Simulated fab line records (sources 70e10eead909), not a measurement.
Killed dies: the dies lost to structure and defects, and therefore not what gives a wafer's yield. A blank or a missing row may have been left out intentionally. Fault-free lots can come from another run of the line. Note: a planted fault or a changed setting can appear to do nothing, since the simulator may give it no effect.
fab line records	flow nand-harc
record: lots: 7	wafers: 21	last-day: 25
route steps=1159 shown A_CONTACT@911 END@1159
lots that met no fault: taken from a fault-free run of the same line
start-h: start of the lot's first displayed wafer, in hours after the record's first day	wait-h: how many hours have passed since the lot's step before this one	" the same as in the row above	L1.1+2: a row that stands for several wafers	- value missing, or start not given	* or withheld: withheld	< > ~ a bound
route shown NAME@n: NAME is a module with steps in the file, n the number in the route of the first one	usual: mean and standard deviation over wafers with no fault	same: alike in all rows	chamber/n: place in a boat	sites: each site's reading	_std_site: how widely they spread, as a standard deviation	_edge_site: the outer-site mean with the inner-site mean subtracted	radius-mm: how far each site lies from the wafer's centre	mask NAME#n: copy n	behind: tool/chamber where the wafer was last shaped	hold: the reason the lot was held/the length of the hold in hours/how it ended	device: whichever transistor did not switch (one of n, p or np)	end of line: tests run on the same wafers once the route is complete	a step given without rows: its recipe and nothing more	killed: dies lost to structure and defects at the first sort, not the wafer's yield	map: per-die view of a wafer (x killed, . not killed, _ where there is no die)
set.NAME: the setting the step ran with; set.NAME@STEP: the setting that earlier step ran with	model.NAME: the simulator's own value behind a step, which no gauge read
lots at some steps of the route; a table a step, a row a wafer
services: the hour from which a tool's chamber was out of use, counted from the record's first day as start-h (under 0 if before that day), plus the number of hours and why
== steps ==
step: NHARC_A_CONTACT_ETCH_131
recipe: source-w: withheld	pressure-mtorr: 20	bias-v: 1200	time-s: 155	target-depth-a: 9560	ar-flow-sccm: withheld	c4f8-flow-sccm: withheld	o2-flow-sccm: withheld	chemistry: C4F8/O2/Ar
step: NHARC_A_CONTACT_ETCH_132
recipe: source-w: withheld	pressure-mtorr: 20	bias-v: 1200	time-s: 156	target-depth-a: 9580	ar-flow-sccm: withheld	c4f8-flow-sccm: withheld	o2-flow-sccm: withheld	chemistry: C4F8/O2/Ar
step: NHARC_A_CONTACT_ETCH_133
recipe: source-w: withheld	pressure-mtorr: 20	bias-v: 400	time-s: 195	target-depth-a: 8400	ar-flow-sccm: withheld	c4f8-flow-sccm: 11.5	o2-flow-sccm: 7.2	chemistry: C4F8/O2/Ar
step: NHARC_A_CONTACT_ETCH_91
recipe: target-depth-a: 400	over-etch-frac: 0.5	time-s: 85.7	ion-energy-ev: 120	ch3f-flow-sccm: 50	o2-flow-sccm: 30	ar-flow-sccm: 200	rf-w: 500	bias-w: 100	chemistry: CH3F/O2
step: NHARC_A_CONTACT_ETCH_97
recipe: target-depth-a: 200	over-etch-frac: 0.5	time-s: 10	ion-energy-ev: 250	c4f6-flow-sccm: 25	o2-flow-sccm: 20	ar-flow-sccm: 500	rf-w: 600	bias-w: 500	chemistry: C4F6/O2
step: NHARC_A_CONTACT_CD_MEAS_80
usual: cd-nm: 189.5/0.72
lot.wafer	tool	chamber	start-h	wait-h	cd-nm
L860.1	cd-sem-02	-	406.44	-	188.9
L860.2	"	-	"	"	188.5
L860.4	"	-	"	"	189.7
L869.3	cd-sem-02	-	445.83	-	189.0
L869.4	"	-	"	"	189.3
L869.5	"	-	"	"	190.0
L866.1	cd-sem-02	-	446.26	-	190.8
L866.4	"	-	"	"	190.4
L866.6	"	-	"	"	190.7
L870.2	cd-sem-01	-	450.30	-	190.6
L870.3	"	-	"	"	190.1
L870.5	"	-	"	"	190.0
L874.1	cd-sem-03	-	483.08	-	188.8
L874.4	"	-	"	"	188.6
L874.6	"	-	"	"	189.0
L876.1	cd-sem-02	-	503.48	-	189.8
L876.3	"	-	"	"	189.9
L876.6	"	-	"	"	189.3
L879.1	cd-sem-03	-	525.80	-	189.2
L879.2	"	-	"	"	189.8
L879.4	"	-	"	"	189.8
step: NHARC_A_CONTACT_STRIP_103
recipe: n2-flow-sccm: 150	h2-flow-sccm: 150	ar-flow-sccm: 0	bias-w: 0	chemistry: N2/H2
step: NHARC_A_CONTACT_STRIP_104
recipe: cf4-flow-sccm: 100	chf3-flow-sccm: 30	ar-flow-sccm: 0	bias-w: 0	chemistry: CF4/CHF3
step: NHARC_A_CONTACT_STRIP_105
recipe: o2-flow-sccm: 400	cos-flow-sccm: 20	ar-flow-sccm: 0	bias-w: 0	chemistry: O2/COS
step: NHARC_A_CONTACT_ETCH_106
recipe: target-depth-a: 600	overetch-a: 60	time-s: 33	ion-energy-ev: 100	cf4-flow-sccm: 80	o2-flow-sccm: 20	ar-flow-sccm: 0	rf-w: 300	bias-w: 100	chemistry: CF4/O2
step: NHARC_A_CONTACT_STRIP_82
recipe: o2-flow-sccm: 500	ar-flow-sccm: 0	bias-w: 0	chemistry: O2
step: NHARC_A_CONTACT_STRIP_83
recipe: time-s: 600	temp-c: 30	chemistry: post-etch-residue-remover
step: NHARC_A_CONTACT_DEP_84
recipe: target-thk-a: 20000	temp-c: 400	material: aC
usual: susceptor-temp-C: 399.95/0.22	throttle-valve-pct: 35.000/0.0091
lot.wafer	tool	chamber	start-h	wait-h	susceptor-temp-C	throttle-valve-pct
L860.1	acl-dep-02	0	407.71	-	399.38	35.011
L860.2	"	0	"	"	400.00	35.002
L860.4	"	0	"	"	399.88	34.999
L869.3	acl-dep-02	-	448.05	-	-	-
L869.4	"	-	"	"	-	-
L869.5	"	-	"	"	-	-
L866.1	acl-dep-03	-	448.17	-	-	-
L866.4	"	-	"	"	-	-
L866.6	"	-	"	"	-	-
L870.2	acl-dep-03	-	451.44	-	-	-
L870.3	"	-	"	"	-	-
L870.5	"	-	"	"	-	-
L874.1	acl-dep-02	0	487.71	-	-	35.002
L874.4	"	0	"	"	-	35.007
L874.6	"	0	"	"	-	35.012
L876.1	acl-dep-03	0	504.43	-	400.10	35.013
L876.3	"	0	"	"	399.95	34.997
L876.6	"	0	"	"	400.17	35.008
L879.1	acl-dep-03	0	528.96	-	-	34.998
L879.2	"	0	"	"	-	34.985
L879.4	"	0	"	"	-	35.001
step: NHARC_A_CONTACT_DEP_85
recipe: target-thk-a: 500	target-thk-nm: 50	temp-c: 400	pressure-torr: 3.5	flow-sccm: 200	rf-w: 350	material: SiON
step: NHARC_A_CONTACT_DEHYDRATE_00
recipe: temp-c: 150	time-s: 120
step: NHARC_A_CONTACT_HMDS_01
recipe: time-s: 30
step: NHARC_A_CONTACT_COAT_86
recipe: temp-c: 260	time-s: 75
step: NHARC_A_CONTACT_COAT_87
recipe: temp-c: 225	time-s: 65
step: NHARC_A_CONTACT_COAT_02
recipe: spin-rpm: 1500	resist-thk-nm: 90
step: NHARC_A_CONTACT_SOFTBAKE_03
recipe: temp-c: 105	time-s: 55
step: NHARC_A_CONTACT_EBR_04
step: NHARC_A_CONTACT_EXPOSE_05
recipe: na: 1.35	sigma-outer: 0.8	dose-mj: 84.24	mask-id: A_CC
step: NHARC_A_CONTACT_PEB_06
recipe: peb-temp-c: 100	peb-time-s: 65
step: NHARC_A_CONTACT_DEVELOP_07
recipe: develop-time-s: 35	dev-temp-c: 23
step: NHARC_A_CONTACT_CD_MEAS_08
recipe: target-cd-nm: 100	landing-energy-ev: 500
usual: cd-nm: 99.6/0.75
lot.wafer	tool	chamber	start-h	wait-h	cd-nm
L860.1	cd-sem-03	0	409.60	-	99.5
L860.2	"	0	"	"	99.8
L860.4	"	0	"	"	100.8
L869.3	cd-sem-03	0	449.64	-	99.8
L869.4	"	0	"	"	100.5
L869.5	"	0	"	"	99.8
L866.1	cd-sem-01	0	450.19	-	99.0
L866.4	"	0	"	"	99.5
L866.6	"	0	"	"	99.3
L870.2	cd-sem-02	0	453.22	-	101.2
L870.3	"	0	"	"	100.2
L870.5	"	0	"	"	100.7
L874.1	cd-sem-01	0	489.67	-	99.1
L874.4	"	0	"	"	99.7
L874.6	"	0	"	"	99.4
L876.1	cd-sem-01	0	506.28	-	99.2
L876.3	"	0	"	"	100.3
L876.6	"	0	"	"	100.1
L879.1	cd-sem-03	0	530.93	-	99.4
L879.2	"	0	"	"	98.8
L879.4	"	0	"	"	101.2
step: NHARC_A_CONTACT_OVL_MEAS_09
usual: overlay-x-nm: 0.0/0.9	overlay-y-nm: -0.2/0.8
lot.wafer	tool	chamber	start-h	wait-h	overlay-x-nm	overlay-y-nm
L860.1	overlay-01	-	409.69	-	0.6	-0.6
L860.2	"	-	"	"	1.6	-0.8
L860.4	"	-	"	"	0.8	-0.4
L869.3	overlay-01	-	449.72	-	-1.2	0.2
L869.4	"	-	"	"	-1.4	0.4
L869.5	"	-	"	"	-0.8	0.4
L866.1	overlay-01	-	450.28	-	-1.5	0.9
L866.4	"	-	"	"	-1.2	-0.4
L866.6	"	-	"	"	-1.5	0.1
L870.2	overlay-01	-	453.30	-	0.7	-0.1
L870.3	"	-	"	"	1.0	0.1
L870.5	"	-	"	"	0.4	-0.4
L874.1	overlay-01	-	489.76	-	1.1	0.2
L874.4	"	-	"	"	0.7	-0.9
L874.6	"	-	"	"	0.7	-0.4
L876.1	overlay-01	-	506.37	-	0.5	1.3
L876.3	"	-	"	"	0.4	1.3
L876.6	"	-	"	"	0.8	1.3
L879.1	overlay-01	-	531.02	-	-0.1	-1.4
L879.2	"	-	"	"	-0.4	-1.4
L879.4	"	-	"	"	0.1	-1.8
step: NHARC_A_CONTACT_INSPECT_10
usual: raw-defect-count: 32/14
lot.wafer	tool	chamber	start-h	wait-h	raw-defect-count
L860.1	defect-inspect-01	-	409.73	0.0	34
L860.2	"	-	"	"	27
L860.4	"	-	"	"	37
L869.3	defect-inspect-01	-	449.76	0.0	30
L869.4	"	-	"	"	33
L869.5	"	-	"	"	26
L866.1	defect-inspect-02	-	450.32	0.0	43
L866.4	"	-	"	"	36
L866.6	"	-	"	"	39
L870.2	defect-inspect-02	-	453.34	0.0	19
L870.3	"	-	"	"	37
L870.5	"	-	"	"	36
L874.1	defect-inspect-02	-	489.80	0.0	18
L874.4	"	-	"	"	13
L874.6	"	-	"	"	15
L876.1	defect-inspect-02	-	506.41	0.0	48
L876.3	"	-	"	"	51
L876.6	"	-	"	"	57
L879.1	defect-inspect-02	-	531.06	0.0	18
L879.2	"	-	"	"	13
L879.4	"	-	"	"	18
step: NHARC_A_CONTACT_DESCUM_13
recipe: time-s: 3	o2-flow-sccm: 200	ar-flow-sccm: 0	bias-power-w: 0	chemistry: O2
step: NHARC_A_CONTACT_ETCH_88
recipe: target-depth-a: 390	over-etch-frac: 0.3	time-s: 65	ion-energy-ev: 80	cf4-flow-sccm: 150	ar-flow-sccm: 0	rf-w: 300	bias-w: 100	chemistry: CF4
step: NHARC_A_CONTACT_ETCH_89
recipe: target-depth-a: 2600	over-etch-frac: 0.3	time-s: 475.3	ion-energy-ev: 200	n2-flow-sccm: 150	h2-flow-sccm: 150	ar-flow-sccm: 0	rf-w: 400	bias-w: 150	chemistry: N2/H2
step: NHARC_A_CONTACT_ETCH_30
recipe: target-depth-a: 605	time-s: 30.2	cf4-flow-sccm: 100	chf3-flow-sccm: 30	ar-flow-sccm: 0	rf-w: 500	bias-w: 200	chemistry: CF4/CHF3
step: NHARC_A_CONTACT_ETCH_31
recipe: target-depth-a: 20000	over-etch-frac: 0.3	time-s: 520	ion-energy-ev: 150	o2-flow-sccm: 400	cos-flow-sccm: 20	ar-flow-sccm: 0	rf-w: 500	bias-w: 300	chemistry: O2/COS
step: NHARC_A_CONTACT_ETCH_134
recipe: source-w: withheld	pressure-mtorr: 20	bias-v: withheld	time-s: 140	target-depth-a: 7000	ar-flow-sccm: withheld	c4f8-flow-sccm: withheld	o2-flow-sccm: withheld	chemistry: C4F8/O2/Ar
lot.wafer	tool	chamber	start-h	wait-h	rf-hours-counter-h
L860.1	har-cap-etch-01	0	410.79	-	61
L860.2	"	1	"	"	61
L860.4	"	0	"	"	-
L869.3	har-cap-etch-03	1	451.13	-	-
L869.4	"	0	"	"	-
L869.5	"	0	"	"	-
L866.1	har-cap-etch-01	0	451.71	-	70
L866.4	"	0	"	"	-
L866.6	"	0	"	"	-
L870.2	har-cap-etch-03	0	454.78	-	100
L870.3	"	0	"	"	-
L870.5	"	0	"	"	-
L874.1	har-cap-etch-03	1	491.08	-	105
L874.4	"	0	"	"	-
L874.6	"	0	"	"	-
L876.1	har-cap-etch-01	1	507.51	-	77
L876.3	"	0	"	"	-
L876.6	"	0	"	"	-
L879.2	har-cap-etch-03	1	532.11	-	111
L879.1	"	0	"	"	111
L879.4	"	1	"	"	-
step: NHARC_A_CONTACT_ETCH_135
recipe: source-w: withheld	pressure-mtorr: 20	bias-v: 3000	time-s: 132	target-depth-a: 12870	ar-flow-sccm: withheld	c4f8-flow-sccm: withheld	o2-flow-sccm: withheld	chemistry: C4F8/O2/Ar
step: NHARC_A_CONTACT_ETCH_136
recipe: source-w: withheld	pressure-mtorr: 20	bias-v: 3000	time-s: 132	target-depth-a: 12870	ar-flow-sccm: withheld	c4f8-flow-sccm: withheld	o2-flow-sccm: withheld	chemistry: C4F8/O2/Ar
lot.wafer	tool	chamber	start-h	wait-h	rf-hours-counter-h
L860.1	har-cap-etch-01	0	411.11	0.1	62
L860.2	"	1	"	"	62
L860.4	"	0	"	"	-
L869.3	har-cap-etch-03	1	451.43	0.1	-
L869.4	"	0	"	"	-
L869.5	"	0	"	"	-
L866.1	har-cap-etch-01	0	452.03	0.1	71
L866.4	"	0	"	"	-
L866.6	"	0	"	"	-
L870.2	har-cap-etch-03	0	455.10	0.1	100
L870.3	"	0	"	"	-
L870.5	"	0	"	"	-
L874.1	har-cap-etch-03	1	491.39	0.1	105
L874.4	"	0	"	"	-
L874.6	"	0	"	"	-
L876.1	har-cap-etch-01	1	507.92	0.1	77
L876.3	"	0	"	"	-
L876.6	"	0	"	"	-
L879.2	har-cap-etch-03	1	532.43	0.1	112
L879.1	"	0	"	"	112
L879.4	"	1	"	"	-
step: NHARC_A_CONTACT_ETCH_137
recipe: source-w: withheld	pressure-mtorr: 20	bias-v: 3000	time-s: 132	target-depth-a: 12870	ar-flow-sccm: withheld	c4f8-flow-sccm: withheld	o2-flow-sccm: withheld	chemistry: C4F8/O2/Ar
lot.wafer	tool	chamber	start-h	wait-h	rf-hours-counter-h
L860.1	har-cap-etch-01	0	411.24	0.1	62
L860.2	"	1	"	"	62
L860.4	"	0	"	"	-
L869.3	har-cap-etch-03	1	451.55	0.1	-
L869.4	"	0	"	"	-
L869.5	"	0	"	"	-
L866.1	har-cap-etch-01	0	452.16	0.1	71
L866.4	"	0	"	"	-
L866.6	"	0	"	"	-
L870.2	har-cap-etch-03	0	455.22	0.1	100
L870.3	"	0	"	"	-
L870.5	"	0	"	"	-
L874.1	har-cap-etch-03	1	491.52	0.1	105
L874.4	"	0	"	"	-
L874.6	"	0	"	"	-
L876.1	har-cap-etch-01	1	508.08	0.1	77
L876.3	"	0	"	"	-
L876.6	"	0	"	"	-
L879.2	har-cap-etch-03	1	532.55	0.1	112
L879.1	"	0	"	"	112
L879.4	"	1	"	"	-
step: NHARC_A_CONTACT_ETCH_138
recipe: source-w: withheld	pressure-mtorr: 20	bias-v: 3000	time-s: 132	target-depth-a: 12890	ar-flow-sccm: withheld	c4f8-flow-sccm: withheld	o2-flow-sccm: withheld	chemistry: C4F8/O2/Ar
step: NHARC_A_CONTACT_ETCH_139
recipe: source-w: withheld	pressure-mtorr: 20	bias-v: 400	time-s: 137	target-depth-a: 5900	ar-flow-sccm: withheld	c4f8-flow-sccm: 11.5	o2-flow-sccm: 7.2	chemistry: C4F8/O2/Ar
lot.wafer	tool	chamber	start-h	wait-h	rf-hours-counter-h
L860.1	har-cap-etch-01	0	411.48	0.1	62
L860.2	"	1	"	"	62
L860.4	"	0	"	"	-
L869.3	har-cap-etch-03	1	451.83	0.1	-
L869.4	"	0	"	"	-
L869.5	"	0	"	"	-
L866.1	har-cap-etch-01	0	452.40	0.1	71
L866.4	"	0	"	"	-
L866.6	"	0	"	"	-
L870.2	har-cap-etch-03	0	455.48	0.1	100
L870.3	"	0	"	"	-
L870.5	"	0	"	"	-
L874.1	har-cap-etch-03	1	491.78	0.1	106
L874.4	"	0	"	"	-
L874.6	"	0	"	"	-
L876.1	har-cap-etch-01	1	508.43	0.2	77
L876.3	"	0	"	"	-
L876.6	"	0	"	"	-
L879.2	har-cap-etch-03	1	532.80	0.1	112
L879.1	"	0	"	"	112
L879.4	"	1	"	"	-
step: NHARC_A_CONTACT_ETCH_92
recipe: target-depth-a: 400	over-etch-frac: 0.5	time-s: 85.7	ion-energy-ev: 120	ch3f-flow-sccm: 50	o2-flow-sccm: 30	ar-flow-sccm: 200	rf-w: 500	bias-w: 100	chemistry: CH3F/O2
usual: bias-w: 100.0/0.32	drypump-motor-current-A: 5.7/0.43	mfc-ar-sccm: 200.0/0.6	oes-product-au: 0.935/0.028	rf-vpp-V: 243.8/1.9	showerhead-plenum-p-Torr: 2.42/0.12	throttle-valve-pct: 20.664/0.0082
same: over-etch-frac: 0.5
lot.wafer	tool	chamber	start-h	wait-h	bias-w	drypump-motor-current-A	mfc-ar-sccm	oes-product-au	rf-hours-counter-h	rf-vpp-V	showerhead-plenum-p-Torr	throttle-valve-pct
L860.2	rie-diel-08	3	411.88	0.3	100.0	5.3	200.4	0.947	38	241.0	2.28	20.658
L860.1	"	0	"	"	100.3	5.4	201.5	0.925	35	243.0	2.33	20.674
L860.4	"	2	"	"	99.7	5.0	199.6	0.921	38	243.5	2.32	20.661
L869.3	rie-diel-08	0	452.16	0.3	99.5	5.4	200.5	0.917	50	243.5	2.33	20.664
L869.4	"	0	"	"	99.8	5.4	199.9	0.916	-	242.3	2.33	20.644
L869.5	"	3	"	"	99.3	5.3	199.6	0.939	-	242.0	2.27	20.654
L866.1	rie-diel-13	3	452.82	0.4	100.4	6.1	199.9	0.923	64	246.6	2.61	20.673
L866.4	"	0	"	"	99.8	6.2	200.5	0.943	58	243.0	2.31	20.674
L866.6	"	3	"	"	100.5	6.1	199.6	0.914	-	246.7	2.61	20.660
L870.2	rie-diel-03	2	455.84	0.3	99.8	5.8	198.4	0.917	12	244.3	2.46	20.663
L870.3	"	1	"	"	99.6	5.4	199.7	0.933	-	246.5	2.61	20.656
L870.5	"	2	"	"	100.0	5.8	199.7	0.912	-	245.7	2.46	20.659
L874.4	rie-diel-03	0	492.15	0.3	100.5	5.9	199.2	0.940	13	242.6	2.38	20.667
L874.1	"	1	"	"	100.4	5.4	200.3	0.938	18	246.3	2.61	20.664
L874.6	"	1	"	"	100.4	5.4	200.9	0.941	-	244.9	2.61	20.657
L876.1	rie-diel-08	1	508.88	0.4	99.9	6.0	199.8	1.030	10	247.4	2.66	20.663
L876.3	"	3	"	"	99.7	5.3	199.1	0.998	10	247.2	2.66	20.668
L876.6	"	2	"	"	99.8	5.0	200.7	1.006	-	241.8	2.31	20.668
L879.2	rie-diel-03	1	533.27	0.4	99.8	5.4	200.7	0.937	26	245.6	2.61	20.665
L879.4	"	2	"	"	99.8	5.8	200.4	0.928	26	245.5	2.46	20.673
L879.1	"	3	"	"	99.7	6.5	200.0	0.918	27	243.8	2.33	20.649
step: NHARC_A_CONTACT_ETCH_98
recipe: target-depth-a: 200	over-etch-frac: 0.5	time-s: 10	ion-energy-ev: 250	c4f6-flow-sccm: 25	o2-flow-sccm: 20	ar-flow-sccm: 500	rf-w: 600	bias-w: 500	chemistry: C4F6/O2
step: NHARC_A_CONTACT_CD_MEAS_15
usual: cd-nm: 89.8/0.65
lot.wafer	tool	chamber	start-h	wait-h	cd-nm
L860.1	cd-sem-03	-	412.10	-	91.3
L860.2	"	-	"	"	89.8
L860.4	"	-	"	"	90.2
L869.3	cd-sem-01	-	452.42	-	91.2
L869.4	"	-	"	"	91.2
L869.5	"	-	"	"	89.5
L866.1	cd-sem-01	-	453.13	-	89.2
L866.4	"	-	"	"	90.0
L866.6	"	-	"	"	90.2
L870.2	cd-sem-03	-	456.28	0.1	90.6
L870.3	"	-	"	"	89.8
L870.5	"	-	"	"	90.1
L874.1	cd-sem-01	-	492.37	-	89.5
L874.4	"	-	"	"	90.6
L874.6	"	-	"	"	89.4
L876.1	cd-sem-03	-	509.13	-	89.8
L876.3	"	-	"	"	89.9
L876.6	"	-	"	"	90.0
L879.1	cd-sem-03	-	533.49	-	89.5
L879.2	"	-	"	"	89.2
L879.4	"	-	"	"	90.0
step: NHARC_A_CONTACT_STRIP_107
recipe: n2-flow-sccm: 150	h2-flow-sccm: 150	ar-flow-sccm: 0	bias-w: 0	chemistry: N2/H2
step: NHARC_END_SORT_01
recipe: temp-c: 25
usual: defect-limited-yield: 95.3/1.6	killed-at-array: 27/11	killed-at-other: 0.7/1.1	killed-at-periphery: 3.6/2.4	killed-dies: 32/11	killed-open: 3.3/1.8	killed-short: 2.1/1.5	sort_bin_2_pct: 1.4/0.64	sort_bin_3_pct: 0.29/0.22	sort_bin_4_pct: 3.0/1.1	sort-n-pass: 645/11	sort-rim-yield-pct: 95/3.5	sort-yield-pct: 95.3/1.6
same: gross-dies: 677	sort_bin_5_pct[%]: 0	sort_bin_6_pct[%]: 0	sort_bin_7_pct[%]: 0	sort_bin_8_pct[%]: 0	sort-rim-n-gross: 106.00
lot.wafer	tool	chamber	start-h	wait-h	defect-limited-yield[%]	killed-at-array	killed-at-other	killed-at-periphery	killed-dies	killed-open	killed-short	sort_bin_2_pct[%]	sort_bin_3_pct[%]	sort_bin_4_pct[%]	sort-n-pass	sort-rim-yield-pct[%]	sort-yield-pct[%]
L860.1	prober-02	0	468.42	2.5	96.0	22	0	5	27	2	3	1.3	0	2.7	650	90	96.0
L860.2	prober-02	0	469.21	2.8	95.0	33	0	1	34	4	2	0.7	0.15	4.1	643	100	95.0
L860.4	prober-02	0	470.78	3.4	95.1	31	1	1	33	1	3	1.0	0.15	3.7	644	93	95.1
L874.1	prober-01	0	552.20	2.5	95.9	26	1	1	28	9	2	0.7	0	3.4	649	95	95.9
L874.4	prober-01	0	554.58	3.4	97.3	16	0	2	18	2	3	0.9	0.15	1.6	659	97	97.3
L874.6	prober-01	0	556.17	4.0	96.9	18	1	2	21	4	2	0.3	0.30	2.5	656	98	96.9
L876.1	prober-02	0	564.64	2.5	92.8	41	1	7	49	3	4	1.8	0.30	5.2	628	97	92.8
L876.3	prober-02	0	566.25	3.1	93.4	39	2	4	45	0	2	1.9	0.44	4.3	632	98	93.4
L876.6	prober-02	0	568.66	4.0	93.5	39	2	3	44	4	5	1.5	0.59	4.4	633	83	93.5
L879.1	prober-01	0	589.07	2.6	96.2	20	2	4	26	2	3	1.0	0.30	2.5	651	97	96.2
L879.2	prober-01	0	589.88	2.9	97.0	12	5	3	20	3	2	0.9	0	2.1	657	99	97.0
L879.4	prober-01	0	591.50	3.5	96.3	19	4	2	25	3	1	1.0	0.30	2.4	652	94	96.3
killed by level:class
L860.1 A_CHANNEL_HOLE_D1:chamber-film-flake=10 A_SLIT:chamber-film-flake=6 P_ZERO_WELL:chamber-film-flake=2 A_STAIRCASE:chamber-film-flake=2 P_GATE:geometric-particle:short=1 P_GATE:geometric-particle:open=1 P_CONTACT:geometric-particle:short=1 A_WL_FILL:geometric-particle:short=1
L860.2 A_CHANNEL_HOLE_D1:chamber-film-flake=13 A_SLIT:chamber-film-flake=8 A_CONTACT:chamber-film-flake=3 A_WL_FILL:geometric-particle:open=2 A_STAIRCASE:chamber-film-flake=2 A_SOURCE_PLATE:geometric-particle:short=1 A_CHANNEL_FILL_D1:geometric-particle:open=1 A_SGD_CUT:geometric-particle:short=1
L860.4 A_SLIT:chamber-film-flake=11 A_CHANNEL_HOLE_D1:chamber-film-flake=10 A_STAIRCASE:chamber-film-flake=3 A_WL_FILL:geometric-particle:short=2 A_CONTACT:chamber-film-flake=2 A_CONTACT:geometric-particle:open=1 A_M1:geometric-particle:short=1 P_CONTACT:chamber-film-flake=1
L874.1 A_CONTACT:chamber-film-flake=8 A_CHANNEL_HOLE_D1:chamber-film-flake=6 A_ZERO_WELL:chamber-film-flake=3 A_CONTACT:geometric-particle:open=2 A_BLC:geometric-particle:open=2 A_M0:geometric-particle:open=2 P_M0:geometric-particle:open=1 A_ONON_D1:geometric-particle:short=1
L874.4 A_CONTACT:chamber-film-flake=5 A_CHANNEL_HOLE_D1:chamber-film-flake=4 A_ONON_D1:geometric-particle:short=3 A_ZERO_WELL:chamber-film-flake=3 A_WL_FILL:geometric-particle:open=1 P_STI:chamber-film-flake=1 P_GATE:unspecified:open=1
L874.6 A_CONTACT:chamber-film-flake=7 A_CHANNEL_HOLE_D1:chamber-film-flake=4 A_CONTACT:geometric-particle:open=3 A_ZERO_WELL:chamber-film-flake=3 P_M1:geometric-particle:open=1 A_WL_FILL:geometric-particle:short=1 STARTING-WAFER:geometric-particle:short=1 P_STI:chamber-film-flake=1
L876.1 A_CHANNEL_HOLE_D1:chamber-film-flake=18 A_STAIRCASE:chamber-film-flake=13 A_CONTACT:chamber-film-flake=5 P_STI:chamber-film-flake=3 A_WL_FILL:geometric-particle:short=2 P_GATE:chamber-film-flake=2 P_GATE:geometric-particle:open=1 P_M1:geometric-particle:short=1
L876.3 A_CHANNEL_HOLE_D1:chamber-film-flake=29 A_STAIRCASE:chamber-film-flake=6 P_STI:chamber-film-flake=3 A_CONTACT:chamber-film-flake=3 A_ONON_D1:geometric-particle:short=1 P_GATE:chamber-film-flake=1 STARTING-WAFER:geometric-particle:short=1 THIN_TSV:chamber-film-flake=1
L876.6 A_CHANNEL_HOLE_D1:chamber-film-flake=19 A_STAIRCASE:chamber-film-flake=9 A_CONTACT:chamber-film-flake=3 A_WL_FILL:geometric-particle:open=2 P_M0:geometric-particle:short=1 A_ONON_D1:geometric-particle:short=1 A_CHANNEL_FILL_D1:geometric-particle:short=1 A_WL_FILL:geometric-particle:short=1
L879.1 A_CHANNEL_HOLE_D1:chamber-film-flake=7 A_CONTACT:chamber-film-flake=4 A_CHANNEL_FILL_D1:chamber-film-flake=3 P_STI:chamber-film-flake=2 A_STAIRCASE:chamber-film-flake=2 THIN_TSV:chamber-film-flake=2 P_M0:geometric-particle:short=1 A_CHANNEL_FILL_D1:geometric-particle:short=1
L879.2 THIN_TSV:chamber-film-flake=5 A_CHANNEL_FILL_D1:chamber-film-flake=4 A_CONTACT:chamber-film-flake=3 P_CONTACT:geometric-particle:open=1 A_WL_FILL:geometric-particle:short=1 A_CONTACT:geometric-particle:open=1 A_BLC:geometric-particle:short=1 A_M0:geometric-particle:open=1
L879.4 A_CHANNEL_HOLE_D1:chamber-film-flake=6 A_CONTACT:chamber-film-flake=5 THIN_TSV:chamber-film-flake=4 A_CHANNEL_FILL_D1:chamber-film-flake=3 P_M1:geometric-particle:open=1 A_CHANNEL_HOLE_D1:geometric-particle:open=1 A_WL_FILL:geometric-particle:short=1 A_CONTACT:geometric-particle:open=1
== services ==
tool	chamber	start-h	hours	kind
rie-diel-08	0	384.50	-	clean
rie-diel-08	1	384.50	-	clean
rie-diel-08	2	384.50	-	clean
rie-diel-08	3	384.50	-	clean
rie-diel-03	-	392.31	9.0	pm
rie-diel-03	0	392.31	9.0	vent-cycle
rie-diel-03	1	392.31	9.0	vent-cycle
rie-diel-03	2	392.31	9.0	vent-cycle
rie-diel-03	3	392.31	9.0	vent-cycle
rie-diel-03	0	401.31	-	clean
rie-diel-03	1	401.31	-	clean
rie-diel-03	2	401.31	-	clean
rie-diel-03	2	401.31	-	consumable-replace:focus-ring
rie-diel-03	3	401.31	-	clean
acl-dep-03	-	404.93	13.0	pm
rie-diel-08	0	410.44	-	clean
rie-diel-08	1	410.44	-	clean
rie-diel-03	0	443.50	13.9	repair
rie-diel-13	-	453.05	9.0	pm
rie-diel-03	3	454.87	3.4	repair
acl-dep-02	-	459.34	0.9	repair
rie-diel-08	-	478.98	9.0	pm
rie-diel-13	3	489.67	2.4	repair
rie-diel-13	0	525.76	2.4	repair
== key ==
first-sign: step: NHARC_A_CONTACT_DEP_84	reading: tool-record	direction: missing
effect none on later readings
met-at NHARC_A_CONTACT_DEP_84
struck-wafers L866.1,L866.4,L866.6,L869.3,L869.4,L869.5,L870.2,L870.3,L870.5
scrapped-behind NHARC_A_BLC_INSPECT_12 L866.1,L866.4,L866.6,L869.3,L869.4,L869.5,L870.2,L870.3,L870.5
onset-between 407.71 448.05
fault: kind: skipped-step-whole	tool: acl-dep-02,acl-dep-03	chamber: -	onset-h: 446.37	steps: NHARC_A_CONTACT_DEP_84	scope: struck-lots-only
